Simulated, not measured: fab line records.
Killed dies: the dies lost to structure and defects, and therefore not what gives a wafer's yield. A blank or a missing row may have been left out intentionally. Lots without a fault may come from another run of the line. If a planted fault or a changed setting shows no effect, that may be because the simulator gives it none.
fab line records -- flow nandHarc
record lots=14, wafers=42, lastDay=23
route steps=1159 shown A_SLIT@785 END@1159
lots that met no fault: taken from a fault-free run of the same line
startH: the number of hours between the record's first day and the start of the first shown wafer of the lot -- waitH: hours since the lot's step before -- " the same as in the row above -- L1.1+2: several wafers, shown together as one row -- - no value present, or no start provided -- * or withheld: withheld -- < > ~ a bound
route shown NAME@n: a module of which the file shows steps, and the number in the route of the first -- usual: average and standard deviation across the fault-free wafers -- same: alike in all rows -- chamber/n: place in a boat -- sites: the reading at each site -- _std_site: how widely they spread, as a standard deviation -- _edge_site: inner sites' mean taken away from outer sites' mean -- radiusMm: for every site, how far away it sits from the centre of the wafer -- mask NAME#n: copy n -- behind: the last tool/chamber to shape the wafer -- hold: why the lot was held/for how many hours/how that ended -- device: the n, p or np transistor that did not switch -- end of line: tests of these same wafers at the route's end -- for a step that has no rows: nothing shown but its recipe -- killed: dies that structure and defects cost at the first sort, which is not the same as the wafer's yield -- map: a wafer's dies, x killed, . not, _ none there
set.NAME: the setting as run; set.NAME@STEP: as run at that earlier step -- model.NAME: the simulator's own value behind a step, which no gauge read
steps of the route over a sample of lots; a table a step, a row a wafer
services: the hour from which a tool's chamber was out of use, counted from the record's first day as startH (under 0 if before that day), plus the number of hours and why
## steps
# step NHARC_A_SLIT_SOFTBAKE_04
# recipe tempC=105, timeS=55
# usual heaterPowerTotalW=188.44/0.13
lot.wafer,tool,chamber,startH,waitH,heaterPowerTotalW
L976.1,lithoTrack-01,0,316,-,188.44
L976.5,lithoTrack-01,0,316,-,188.29
L976.6,lithoTrack-01,0,316,-,188.54
L978.2,lithoTrack-06,0,326,-,188.35
L978.4,lithoTrack-06,0,326,-,188.32
L978.5,lithoTrack-06,0,326,-,188.29
L980.3,lithoTrack-06,0,345,-,188.40
L980.4,lithoTrack-06,0,345,-,188.31
L980.6,lithoTrack-06,0,345,-,188.32
L982.2,lithoTrack-01,0,354,-,188.69
L982.5,lithoTrack-01,0,354,-,188.54
L982.6,lithoTrack-01,0,354,-,188.48
L981.1,lithoTrack-06,0,355,-,188.34
L981.2,lithoTrack-06,0,355,-,188.38
L981.3,lithoTrack-06,0,355,-,188.45
L984.1,lithoTrack-06,0,366,-,188.46
L984.3,lithoTrack-06,0,366,-,188.39
L984.5,lithoTrack-06,0,366,-,188.39
L985.2,lithoTrack-01,0,366,-,188.38
L985.3,lithoTrack-01,0,366,-,188.46
L985.6,lithoTrack-01,0,366,-,188.43
L983.3,lithoTrack-01,0,368,-,188.42
L983.4,lithoTrack-01,0,368,-,188.56
L983.5,lithoTrack-01,0,368,-,188.37
L986.3,lithoTrack-06,0,376,-,188.33
L986.4,lithoTrack-06,0,376,-,188.47
L986.6,lithoTrack-06,0,376,-,188.66
L987.3,lithoTrack-04,0,394,-,188.40
L987.5,lithoTrack-04,0,394,-,188.32
L987.6,lithoTrack-04,0,394,-,188.38
L988.1,lithoTrack-01,0,394,-,188.50
L988.3,lithoTrack-01,0,394,-,188.73
L988.6,lithoTrack-01,0,394,-,188.34
L990.1,lithoTrack-01,0,418,-,163.99
L990.3,lithoTrack-01,0,418,-,163.91
L990.4,lithoTrack-01,0,418,-,164.01
L991.1,lithoTrack-04,0,419,-,188.53
L991.4,lithoTrack-04,0,419,-,188.45
L991.5,lithoTrack-04,0,419,-,188.42
L992.2,lithoTrack-01,0,420,-,164.04
L992.4,lithoTrack-01,0,420,-,164.19
L992.6,lithoTrack-01,0,420,-,164.05
# step NHARC_A_SLIT_CD_MEAS_09
# recipe targetCdNm=300, landingEnergyEv=500
# usual cdNm=300.1/0.62
lot.wafer,tool,chamber,startH,waitH,cdNm
L976.1,cdSem-03,0,316.83,-,300.6
L976.5,cdSem-03,0,316.83,-,300.9
L976.6,cdSem-03,0,316.83,-,300.5
L978.2,cdSem-01,0,326.59,-,300.8
L978.4,cdSem-01,0,326.59,-,301.2
L978.5,cdSem-01,0,326.59,-,300.3
L980.3,cdSem-01,0,345.75,-,299.6
L980.4,cdSem-01,0,345.75,-,299.0
L980.6,cdSem-01,0,345.75,-,300.2
L982.2,cdSem-01,0,354.41,-,299.8
L982.5,cdSem-01,0,354.41,-,300.6
L982.6,cdSem-01,0,354.41,-,299.7
L981.1,cdSem-01,0,355.61,-,300.2
L981.2,cdSem-01,0,355.61,-,300.2
L981.3,cdSem-01,0,355.61,-,299.9
L984.1,cdSem-03,0,366.91,-,300.5
L984.3,cdSem-03,0,366.91,-,300.8
L984.5,cdSem-03,0,366.91,-,300.2
L985.2,cdSem-01,0,367.07,-,300.5
L985.3,cdSem-01,0,367.07,-,301.3
L985.6,cdSem-01,0,367.07,-,300.7
L983.3,cdSem-01,0,368.74,-,299.9
L983.4,cdSem-01,0,368.74,-,299.9
L983.5,cdSem-01,0,368.74,-,299.5
L986.3,cdSem-02,0,376.83,-,298.8
L986.4,cdSem-02,0,376.83,-,299.7
L986.6,cdSem-02,0,376.83,-,298.6
L987.3,cdSem-03,0,394.89,-,299.1
L987.5,cdSem-03,0,394.89,-,299.6
L987.6,cdSem-03,0,394.89,-,300.1
L988.1,cdSem-03,0,395.25,-,299.9
L988.3,cdSem-03,0,395.25,-,300.2
L988.6,cdSem-03,0,395.25,-,299.7
L990.1,cdSem-03,0,419.38,-,300.4
L990.3,cdSem-03,0,419.38,-,299.3
L990.4,cdSem-03,0,419.38,-,299.8
L991.1,cdSem-02,0,419.54,-,300.6
L991.4,cdSem-02,0,419.54,-,300.8
L991.5,cdSem-02,0,419.54,-,299.5
L992.2,cdSem-01,0,421.20,-,299.3
L992.4,cdSem-01,0,421.20,-,299.9
L992.6,cdSem-01,0,421.20,-,299.0
# step NHARC_A_SLIT_INSPECT_11
# usual rawDefectCount=20/9.6
lot.wafer,tool,chamber,startH,waitH,rawDefectCount
L976.1,defectInspect-02,-,316.96,0.0,6
L976.5,defectInspect-02,-,316.96,0.0,9
L976.6,defectInspect-02,-,316.96,0.0,13
L978.2,defectInspect-01,-,326.71,0.0,26
L978.4,defectInspect-01,-,326.71,0.0,30
L978.5,defectInspect-01,-,326.71,0.0,25
L980.3,defectInspect-02,-,345.87,0.0,33
L980.4,defectInspect-02,-,345.87,0.0,35
L980.6,defectInspect-02,-,345.87,0.0,36
L982.2,defectInspect-02,-,354.53,0.0,36
L982.5,defectInspect-02,-,354.53,0.0,37
L982.6,defectInspect-02,-,354.53,0.0,22
L981.1,defectInspect-01,-,355.74,0.0,12
L981.2,defectInspect-01,-,355.74,0.0,12
L981.3,defectInspect-01,-,355.74,0.0,13
L984.1,defectInspect-01,-,367.04,0.0,40
L984.3,defectInspect-01,-,367.04,0.0,30
L984.5,defectInspect-01,-,367.04,0.0,33
L985.2,defectInspect-01,-,367.19,0.0,18
L985.3,defectInspect-01,-,367.19,0.0,8
L985.6,defectInspect-01,-,367.19,0.0,9
L983.3,defectInspect-01,-,368.86,0.0,25
L983.4,defectInspect-01,-,368.86,0.0,26
L983.5,defectInspect-01,-,368.86,0.0,34
L986.3,defectInspect-02,-,376.95,0.0,18
L986.4,defectInspect-02,-,376.95,0.0,12
L986.6,defectInspect-02,-,376.95,0.0,14
L987.3,defectInspect-02,-,395.01,0.0,27
L987.5,defectInspect-02,-,395.01,0.0,43
L987.6,defectInspect-02,-,395.01,0.0,44
L988.1,defectInspect-01,-,395.37,0.0,7
L988.3,defectInspect-01,-,395.37,0.0,9
L988.6,defectInspect-01,-,395.37,0.0,14
L990.1,defectInspect-01,-,419.51,0.0,31
L990.3,defectInspect-01,-,419.51,0.0,19
L990.4,defectInspect-01,-,419.51,0.0,41
L991.1,defectInspect-01,-,419.66,0.0,17
L991.4,defectInspect-01,-,419.66,0.0,10
L991.5,defectInspect-01,-,419.66,0.0,18
L992.2,defectInspect-02,-,421.32,0.0,32
L992.4,defectInspect-02,-,421.32,0.0,32
L992.6,defectInspect-02,-,421.32,0.0,31
# step NHARC_A_SLIT_ETCH_26
# recipe biasV=400, sourceW=2000, pressureMtorr=25, timeS=90, arFlowSccm=375, c4f8FlowSccm=41.7, o2FlowSccm=83.3, targetDepthA=4000, chemistry=C4F8/O2/Ar
# usual drypumpMotorCurrentA=5.96/0.24, heBacksideLeakSccm=6.1/1, o2FlowSccm=83.33/0.27, showerheadPlenumPTorr=3.74/0.099, throttleValvePct=27.618/0.0094
lot.wafer,tool,chamber,startH,waitH,drypumpMotorCurrentA,heBacksideLeakSccm,o2FlowSccm,rfHoursCounterH,showerheadPlenumPTorr,throttleValvePct
L976.1,harEtch-02,0,321.76,1.3,5.69,7.0,83.24,178,3.73,27.632
L976.5,harEtch-02,0,321.76,1.3,5.69,6.8,83.15,-,3.73,27.601
L976.6,harEtch-02,1,321.76,1.3,6.17,6.5,83.18,-,3.88,27.622
L978.2,harEtch-02,1,329.03,1.2,6.14,6.6,83.06,181,3.87,27.615
L978.4,harEtch-02,0,329.03,1.2,5.71,6.8,83.23,-,3.73,27.618
L978.5,harEtch-02,0,329.03,1.2,5.69,6.9,82.98,-,3.73,27.617
L980.3,harEtch-02,0,351.02,0.8,5.70,6.9,82.61,-,3.72,27.619
L980.4,harEtch-02,1,351.02,0.8,6.15,6.9,83.58,-,3.87,27.613
L980.6,harEtch-02,0,351.02,0.8,5.68,7.1,83.28,-,3.73,27.619
L982.2,harEtch-01,0,356.87,1.3,6.28,4.8,83.36,15,3.73,27.628
L982.6,harEtch-01,0,356.87,1.3,6.26,4.9,83.31,-,3.73,27.615
L982.5,harEtch-01,1,356.87,1.3,5.78,4.9,83.16,-,3.59,27.618
L981.2,harEtch-02,0,358.07,1.2,5.69,6.8,83.82,193,3.72,27.599
L981.1,harEtch-02,1,358.07,1.2,6.13,6.4,83.55,193,3.87,27.606
L981.3,harEtch-02,1,358.07,1.2,6.14,6.4,82.98,-,3.87,27.614
L984.1,harEtch-02,1,369.40,1.2,6.24,6.0,83.29,199,3.86,27.626
L984.3,harEtch-02,0,369.40,1.2,5.70,7.0,83.43,-,3.72,27.608
L984.5,harEtch-02,1,369.40,1.2,6.23,6.0,83.87,-,3.86,27.624
L985.2,harEtch-01,1,369.89,1.0,5.78,4.7,83.58,24,3.59,27.620
L985.3,harEtch-01,0,369.89,1.0,6.22,5.5,83.58,-,3.73,27.629
L985.6,harEtch-01,1,369.89,1.0,5.75,5.2,83.50,-,3.59,27.624
L983.3,harEtch-02,1,371.22,0.8,6.16,6.7,83.50,-,3.86,27.613
L983.4,harEtch-02,0,371.22,0.8,5.71,6.9,83.20,-,3.72,27.607
L983.5,harEtch-02,1,371.22,0.8,6.19,6.8,83.17,-,3.86,27.612
L986.3,harEtch-01,1,379.30,0.8,5.78,4.9,83.15,-,3.59,27.604
L986.4,harEtch-01,0,379.30,0.8,6.27,4.7,83.21,-,3.73,27.626
L986.6,harEtch-01,0,379.30,0.8,6.23,4.6,83.52,-,3.73,27.611
L987.3,harEtch-02,1,397.39,0.8,6.14,12.2,83.28,-,3.86,27.605
L987.5,harEtch-02,1,397.39,0.8,6.16,6.2,83.50,-,3.86,27.610
L987.6,harEtch-02,0,397.39,0.8,5.70,6.6,83.58,-,3.72,27.622
L988.1,harEtch-01,1,397.75,1.2,5.76,4.7,83.12,35,3.58,27.608
L988.3,harEtch-01,1,397.75,1.2,5.77,4.8,83.43,-,3.58,27.616
L988.6,harEtch-01,0,397.75,1.2,6.31,5.0,83.64,-,3.72,27.612
L990.1,harEtch-01,0,421.87,1.0,6.24,4.7,83.51,44,3.72,27.628
L990.3,harEtch-01,1,421.87,1.0,5.77,4.7,82.92,-,3.58,27.615
L990.4,harEtch-01,0,421.87,1.0,6.20,4.8,83.57,-,3.72,27.624
L991.1,harEtch-02,1,422.05,1.0,6.15,6.3,84.27,220,3.85,27.617
L991.4,harEtch-02,1,422.05,1.0,6.10,6.3,83.69,-,3.85,27.629
L991.5,harEtch-02,0,422.05,1.0,5.71,6.9,82.99,-,3.71,27.606
L992.2,harEtch-01,0,423.64,1.2,6.29,5.1,83.31,46,3.71,27.622
L992.4,harEtch-01,0,423.64,1.2,6.28,4.8,83.29,-,3.71,27.618
L992.6,harEtch-01,0,423.64,1.2,6.27,4.8,83.03,-,3.71,27.625
# step NHARC_END_SORT_01
# recipe tempC=25
# usual killedAtArray=31/11, killedAtOther=0.5/0.78, killedAtPeriphery=3.0/2, killedDies=34/12, killedOpen=3.2/2, killedShort=1.9/1.6
# same grossDies=677
lot.wafer,tool,chamber,startH,waitH,killedAtArray,killedAtOther,killedAtPeriphery,killedDies,killedOpen,killedShort
L987.3,prober-02,0,511.67,3.1,41,0,2,43,3,0
L987.5,prober-02,0,513.27,3.7,47,0,3,50,4,6
L987.6,prober-02,0,514.07,4.0,48,0,1,49,3,0
# killed by level:class
L987.3 A_CHANNEL_HOLE_D1:chamberFilmFlake=16 A_SLIT:chamberFilmFlake=15 A_STAIRCASE:chamberFilmFlake=5 A_CONTACT:chamberFilmFlake=2 P_M0:geometricParticle:open=1 A_BLC:geometricParticle:open=1 A_M0:geometricParticle:open=1 P_ZERO_WELL:chamberFilmFlake=1
L987.5 A_SLIT:chamberFilmFlake=13 A_CHANNEL_HOLE_D1:chamberFilmFlake=11 A_STAIRCASE:chamberFilmFlake=11 P_M0:geometricParticle:open=2 A_CHANNEL_FILL_D1:geometricParticle:open=2 A_M0:geometricParticle:short=2 A_ZERO_WELL:chamberFilmFlake=2 A_CONTACT:chamberFilmFlake=2
L987.6 A_CHANNEL_HOLE_D1:chamberFilmFlake=16 A_SLIT:chamberFilmFlake=14 A_STAIRCASE:chamberFilmFlake=12 A_CONTACT:chamberFilmFlake=3 P_CONTACT:geometricParticle:open=1 A_CHANNEL_FILL_D1:geometricParticle:open=1 A_CONTACT:geometricParticle:open=1 A_CHANNEL_FILL_D1:chamberFilmFlake=1
## services
tool,chamber,startH,hours,kind
harEtch-01,-,305.00,17.0,pm
harEtch-01,0,305.00,17.0,ventCycle
harEtch-01,1,305.00,17.0,ventCycle
lithoTrack-04,-,316.00,7.0,pm
harEtch-01,0,322.00,-,clean
harEtch-01,0,322.00,-,consumableReplace:focusRing
harEtch-01,1,322.00,-,clean
harEtch-01,1,322.00,-,consumableReplace:focusRing
lithoTrack-06,-,346.09,-,consumableReplace:filter
## key
firstSign step=NHARC_A_SLIT_SOFTBAKE_04, reading=heaterPowerTotalW, direction=down, sigmas=99+, usual=*, struck=*
effect none on later readings
metAt NHARC_A_SLIT_SOFTBAKE_04
struckLots L990,L992
testerLeftOut L990,L992
notActingAt NHARC_A_SLIT_CD_MEAS_09,NHARC_A_SLIT_INSPECT_11,NHARC_A_SLIT_ETCH_26
onsetBetween 394 418
fault kind=processParameterDrift, tool=lithoTrack-01, chamber=-, onsetH=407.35, steps=NHARC_A_SLIT_SOFTBAKE_04, channel=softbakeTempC, offset=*, shape=step, endH=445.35, actsIn=*, stated=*
# testerLeftOut: of these lots the tester's yield and bins aren't shown, on N5 and GAA mostly nor the transistor test; their killed dies are dies lost to structure and defects alone, not to doping, threshold or leakage, so they don't give the yield
